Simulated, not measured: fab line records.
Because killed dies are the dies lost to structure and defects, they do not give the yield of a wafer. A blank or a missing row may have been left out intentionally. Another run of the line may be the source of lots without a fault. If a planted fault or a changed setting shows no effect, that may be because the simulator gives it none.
Which of the tools did it? -- flow n5 finfet -- 30 wafers from 10 lots sampled at 4 of the route's 1938 steps

WHAT THE GAUGES SHOWED, per wafer
N5_BEOL_M4_RC_MEAS_101.
lot,measured,on,DIBL_N (mV/V),DIBL_P (mV/V),IOFF_N (nA/um),IOFF_P (nA/um),ION_N (uA/um),ION_P (uA/um),SS_N (mV/dec),SS_P (mV/dec),VT_N (mV),VT_P (mV)
L814,day 7 22:36,prober-02,37.7 35.5 36.2,38.4 36.8 37.6,0.178 0.155 0.157,0.22 0.20 0.20,671 675 679,462 464 464,72.2 71.2 70.8,73.5 72.9 72.7,250.2 251.4 250.2,-250 -251 -252
L815,day 7 23:52,prober-01,36.0 35.7 36.9,35.3 35.0 35.9,0.151 0.147 0.168,0.23 0.22 0.24,682 677 679,472 471 469,71.9 72.0 71.3,73.1 72.9 72.6,250.8 251.0 247.8,-246 -246 -245
L817,day 8 06:26,prober-02,35.5 35.4 37.9,36.6 36.2 39.3,0.160 0.146 0.207,0.20 0.18 0.24,675 661 679,456 450 463,71.5 71.3 71.7,73.7 73.5 75.0,248.2 250.2 244.5,-252 -257 -249
L816,day 8 05:44,prober-01,37.3 38.7 36.8,38.3 39.4 37.6,0.181 0.208 0.167,0.23 0.24 0.21,680 684 674,469 464 459,72.1 72.1 72.4,73.3 73.8 73.3,247.3 244.2 247.0,-250 -249 -251
L818,day 8 21:00,prober-02,37.3 35.2 36.6,39.6 37.1 38.4,0.204 0.160 0.183,0.26 0.22 0.24,698 669 676,473 459 461,72.3 71.4 71.8,73.9 73.7 73.5,245.0 249.5 247.5,-250 -248 -250
L827,day 11 02:11,prober-01,37.0 37.7 36.5,35.7 36.9 35.4,0.143 0.156 0.135,0.17 0.18 0.16,665 684 667,455 458 454,72.0 72.1 71.4,73.3 73.2 73.1,250.7 249.1 252.3,-259 -258 -259
L828,day 11 03:54,prober-02,36.6 35.8 34.6,35.0 34.9 33.3,0.154 0.151 0.127,0.19 0.18 0.17,681 684 665,463 460 452,71.8 71.6 71.5,73.3 73.0 73.3,252.5 249.4 253.1,-252 -254 -257
L829,day 11 12:38,prober-02,37.7 35.5 35.6,36.7 34.2 34.6,0.170 0.130 0.140,0.20 0.16 0.17,672 667 671,455 460 460,71.7 70.6 71.4,74.1 73.1 73.3,250.4 253.5 252.1,-252 -256 -254
L833,day 12 12:56,prober-01,37.7 37.7 36.4,36.7 37.1 34.8,0.175 0.186 0.149,0.25 0.26 0.22,679 688 661,467 470 463,71.8 71.7 71.0,73.3 74.1 73.3,247.2 247.7 250.1,-247 -247 -248
L837,day 14 02:44,prober-01,35.8 35.0 35.1,35.8 34.4 34.8,0.156 0.141 0.140,0.19 0.17 0.17,678 674 681,464 452 464,71.4 72.0 71.5,73.8 73.3 72.8,248.1 251.6 248.5,-253 -255 -254

N5_MIM_BOT_LITHO_OVL_MEAS_11.
lot,measured,on,MIM_BOT_OVL (nm)
L814,day 11 15:58,overlay-02,-6 -2 2
L815,day 11 19:37,overlay-02,-11 -4 -10
L817,day 11 20:04,overlay-01,-3 -7 -10
L816,day 11 19:49,overlay-02,5 -9 1
L818,day 12 07:41,overlay-02,-8 -19 -6
L827,day 14 17:28,overlay-02,-4 -1 0
L828,day 15 05:07,overlay-02,-8 -6 -8
L829,day 15 09:50,overlay-01,0 -2 -6
L833,day 16 02:08,overlay-02,-11 -7 -8
L837,day 18 03:26,overlay-02,0 -3 8

WHICH TOOL RAN EACH LOT (tool, then ch and the chambers of the sampled wafers, then the start)
lot,N5_BEOL_M1_EXPOSE_08,N5_MIM_TOP_LITHO_DESCUM_10
L814,"euv scanner-01 ch 0, day 6 07:13","rie diel-02 ch 0,2,3, day 11 15:05"
L815,"euv scanner-01 ch 0, day 6 08:38","rie diel-02 ch 0,2,3, day 11 18:49"
L817,"euv scanner-01 ch 0, day 6 13:52","rie diel-02 ch 2,3, day 11 19:23"
L816,"euv scanner-02 ch 0, day 6 17:54","rie diel-03 ch 0,1,2, day 11 18:59"
L818,"euv scanner-01 ch 0, day 7 04:14","rie diel-02 ch 0,1,3, day 12 07:01"
L827,"euv scanner-01 ch 0, day 9 00:47","rie diel-03 ch 0,1,3, day 14 16:40"
L828,"euv scanner-01 ch 0, day 9 12:35","rie diel-01 ch 0,1,2, day 15 04:06"
L829,"euv scanner-01 ch 0, day 9 20:22","rie diel-01 ch 0,1, day 15 09:09"
L833,"euv scanner-02 ch 0, day 10 19:36","rie diel-01 ch 1,3, day 16 01:27"
L837,"euv scanner-02 ch 0, day 12 06:11","rie diel-03 ch 0,3, day 18 02:35"
- N5_BEOL_M1_EXPOSE_08: exposes mask M1.
- N5_MIM_TOP_LITHO_DESCUM_10: chemistry O2, time 7.9 s.

AS READ BY THE TOOLS THEMSELVES (means over the sampled wafers that have a number; for cases with no such wafer, the mark the record gives instead)
N5_MIM_TOP_LITHO_DESCUM_10.
lot,tool,drypump motor current A (A),oes product au (a.u.),rf vpp V (V),showerhead plenum p Torr (Torr),throttle valve pct (%)
L814,rie diel-02,5.7,0.81,243.7,2.11,20.36
L815,rie diel-02,5.7,0.81,243.1,2.11,20.36
L817,rie diel-02,5.7,0.81,243.3,2.11,20.50
L816,rie diel-03,6.2,0.76,243.2,2.06,20.26
L818,rie diel-02,5.4,0.85,243.7,2.14,20.15
L827,rie diel-03,6.1,0.90,242.4,2.08,20.16
L828,rie diel-01,5.9,0.78,243.1,2.06,20.09
L829,rie diel-01,6.1,0.83,243.0,2.08,20.01
L833,rie diel-01,6.1,0.79,243.5,2.14,20.22
L837,rie diel-03,6.3,0.83,242.0,2.03,20.16

THE ANSWER, worked out from the rows above alone
Rule: usual is defined by the lots themselves. The widest of any qualifying gaps counts: lots, ordered by their means at a reading, are off when they make up no more than a third of the lots, leave a main group of 4 or more, and stand apart from it by 3 or more times the standard deviation of that group's means. A main group is skipped when, at the precision printed for the reading in the tables above, its means are all equal. A lot without any number at a reading at which 4 lots or more have one is off too. The other lots that the step has rows for count as sound. After the gauges, taken in route order, come the tools' own readings; for these a lot's mean is taken, as printed above. At the first step where some lot is off, the reading lying furthest off is the one used; lots without a number count as furthest.
No lot is off on any of the readings shown, so nothing can be concluded from this.

WHAT WAS PUT IN BY THE SIMULATOR
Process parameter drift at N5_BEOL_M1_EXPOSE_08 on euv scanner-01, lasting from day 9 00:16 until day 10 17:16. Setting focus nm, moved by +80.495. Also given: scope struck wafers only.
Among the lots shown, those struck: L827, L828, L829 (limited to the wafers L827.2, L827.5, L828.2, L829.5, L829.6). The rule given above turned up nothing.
